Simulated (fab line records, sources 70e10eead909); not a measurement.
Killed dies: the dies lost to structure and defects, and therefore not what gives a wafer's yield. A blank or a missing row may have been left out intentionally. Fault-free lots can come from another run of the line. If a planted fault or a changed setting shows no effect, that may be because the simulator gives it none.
What tool caused it? ; flow nand_harc ; Sampling: 14 lots, 42 wafers, 5 of 1302 route steps

== WHAT THE GAUGES SHOWED, per wafer ==
NHARC_A_CHANNEL_FILL_D1_INSPECT_13.
lot;measured;on;raw_defect_count
L351;day 10 15:14;defect_inspect-01;455 248 404
L352;day 11 13:25;defect_inspect-01;180 246 311
L353;day 11 22:04;defect_inspect-02;408 413 532
L356;day 13 02:58;defect_inspect-02;249 176 244
L357;day 13 10:48;defect_inspect-02;439 257 352
L363;day 15 17:28;defect_inspect-02;439 294 369
L364;day 16 13:41;defect_inspect-01;291 345 326
L365;day 17 01:47;defect_inspect-02;196 202 148
L368;day 17 21:53;defect_inspect-02;388 533 396
L369;day 18 13:43;defect_inspect-01;409 248 199
L370;day 19 08:08;defect_inspect-01;222 212 227
L371;day 19 08:10;defect_inspect-02;291 394 331
L372;day 19 21:52;defect_inspect-01;206 230 157
L373;day 20 09:13;defect_inspect-02;342 205 392

NHARC_A_ONON_D2_THK_MEAS_08: measures by ellipsometry.
lot;measured;on;thk_nm (nm)
L351;day 12 03:58;film_metro-01;997 1000 998
L352;day 13 01:18;film_metro-02;998 996 998
L353;day 13 10:22;film_metro-02;1005 1007 1006
L356;day 14 16:05;film_metro-02;995 995 996
L357;day 15 01:05;film_metro-02;992 993 993
L363;day 17 07:15;film_metro-01;987 988 988
L364;day 18 03:09;film_metro-01;1009 1009 1009
L365;day 18 21:48;film_metro-02;1004 1004 1003
L368;day 19 10:25;film_metro-01;987 989 987
L369;day 20 07:59;film_metro-02;981 980 981
L370;day 20 21:08;film_metro-01;994 994 995
L371;day 20 21:02;film_metro-02;1005 1005 1007
L372;day 21 11:25;film_metro-02;1003 1002 1002
L373;day 22 00:01;film_metro-01;983 981 982

NHARC_A_ONON_D2_THK_MEAS_14: measures by ellipsometry.
lot;measured;on;thk_nm (nm)
L351;day 12 05:07;film_metro-01;1001 1000 1001
L352;day 13 02:26;film_metro-02;993 992 990
L353;day 13 11:29;film_metro-02;1007 1006 1006
L356;day 14 17:13;film_metro-02;1016 1434 1014 1013 1437 1016
L357;day 15 02:14;film_metro-01;995 1416 996 998 1415 996
L363;day 17 08:23;film_metro-01;1002 1004 1003
L364;day 18 04:16;film_metro-01;1021 1019 1019
L365;day 18 22:56;film_metro-02;1017 1017 1020
L368;day 19 11:34;film_metro-02;990 991 991
L369;day 20 09:08;film_metro-01;994 998 995
L370;day 20 22:16;film_metro-02;1000 1000 999
L371;day 20 22:10;film_metro-02;999 1000 997
L372;day 21 12:34;film_metro-01;998 998 998
L373;day 22 01:10;film_metro-01;991 991 990

NHARC_END_SORT_01.
lot;measured;on;killed_at_array;killed_at_other;killed_at_periphery;killed_dies;killed_open;killed_short
L351;day 24 01:03;prober-02;68 63 67;0 0 0;3 3 9;71 66 76;2 2 5;3 3 2
L352;day 25 02:55;prober-02;49 46 56;1 0 3;3 4 7;53 50 66;3 4 7;1 1 1
L353;day 25 11:32;prober-01;54 57 59;1 0 2;2 4 3;57 61 64;4 6 5;4 3 5
L356;day 26 17:59;prober-01;38 675 39;1 1 0;1 1 1;40 677 40;0 2 3;3 2 1
L357;day 27 05:40;prober-01;61 675 86;1 1 3;4 1 3;66 677 92;3 3 2;3 1 2
L369;day 32 20:53;prober-01;34 25 32;2 1 1;3 3 3;39 29 36;6 3 4;5 2 6
L372;day 33 12:15;prober-02;32 24 28;0 5 2;3 3 2;35 32 32;6 5 3;4 4 5

== EACH LOT AND THE TOOL THAT RAN IT (in order: tool; ch and the chambers of the sampled wafers; start) ==
lot;NHARC_A_ONON_D2_DEP_12
L351;pecvd_onon-04 ch 0, day 12 04:35
L352;pecvd_onon-01 ch 0, day 13 01:55
L353;pecvd_onon-04 ch 0, day 13 11:02
L356;pecvd_onon-04 ch 0, day 14 16:43
L357;pecvd_onon-04 ch 0, day 15 01:43
L363;pecvd_onon-03 ch 0, day 17 07:53
L364;pecvd_onon-01 ch 0, day 18 03:49
L365;pecvd_onon-04 ch 0, day 18 22:25
L368;pecvd_onon-04 ch 0, day 19 11:03
L369;pecvd_onon-04 ch 0, day 20 08:37
L370;pecvd_onon-04 ch 0, day 20 21:49
L371;pecvd_onon-03 ch 0, day 20 21:46
L372;pecvd_onon-03 ch 0, day 21 12:07
L373;pecvd_onon-01 ch 0, day 22 00:39
- NHARC_A_ONON_D2_DEP_12: target thk 1000 nm.

== WHAT THE TOOLS THEMSELVES READ (means of the sampled wafers that have a number; where no wafer has one, the mark that the record gives instead) ==
NHARC_A_ONON_D2_DEP_12.
lot;tool;nh3_flow_sccm (sccm)
L351;pecvd_onon-04;499.2
L352;pecvd_onon-01;499.9
L353;pecvd_onon-04;498.4
L356;pecvd_onon-04;499.4
L357;pecvd_onon-04;500.0
L363;pecvd_onon-03;498.9
L364;pecvd_onon-01;499.4
L365;pecvd_onon-04;498.6
L368;pecvd_onon-04;500.0
L369;pecvd_onon-04;501.5
L370;pecvd_onon-04;500.7
L371;pecvd_onon-03;497.8
L372;pecvd_onon-03;499.1
L373;pecvd_onon-01;501.2

== THE ANSWER, worked out from the rows above alone ==
Rule: usual is defined by the lots themselves. Put in order of their means at a reading, lots are off if they are a third of the lots or fewer, leave a main group of 4 or more, and stand apart from it by a gap of 3 or more times the standard deviation of the main group's means; of several such gaps the widest counts. If all means in a main group match to the digits the tables above print for the reading, that group is not used. A lot without any number at a reading at which 4 lots or more have one is off too. The other lots that the step has rows for count as sound. The gauges are gone through in route order, then the tools' own readings, and for those a lot's mean is taken as printed above. The first step at which some lot is off is used, and at that step the reading that is off furthest; a lot without a number counts as furthest.
Off: L356, L357, at NHARC_A_ONON_D2_THK_MEAS_14 (thk_nm). The main group: mean 1001 nm, standard deviation 9.2.
If a tool, at a process step before that reading, ran all the lots that are off and no sound lot after the first of them, it fits. The gauges at NHARC_A_ONON_D2_THK_MEAS_14 aren't tried: what is off there is off at NHARC_END_SORT_01 too, on other tools, and a gauge's error can't cause that. Of those tried, none fits.

== WHAT THE SIMULATOR HAD INSERTED ==
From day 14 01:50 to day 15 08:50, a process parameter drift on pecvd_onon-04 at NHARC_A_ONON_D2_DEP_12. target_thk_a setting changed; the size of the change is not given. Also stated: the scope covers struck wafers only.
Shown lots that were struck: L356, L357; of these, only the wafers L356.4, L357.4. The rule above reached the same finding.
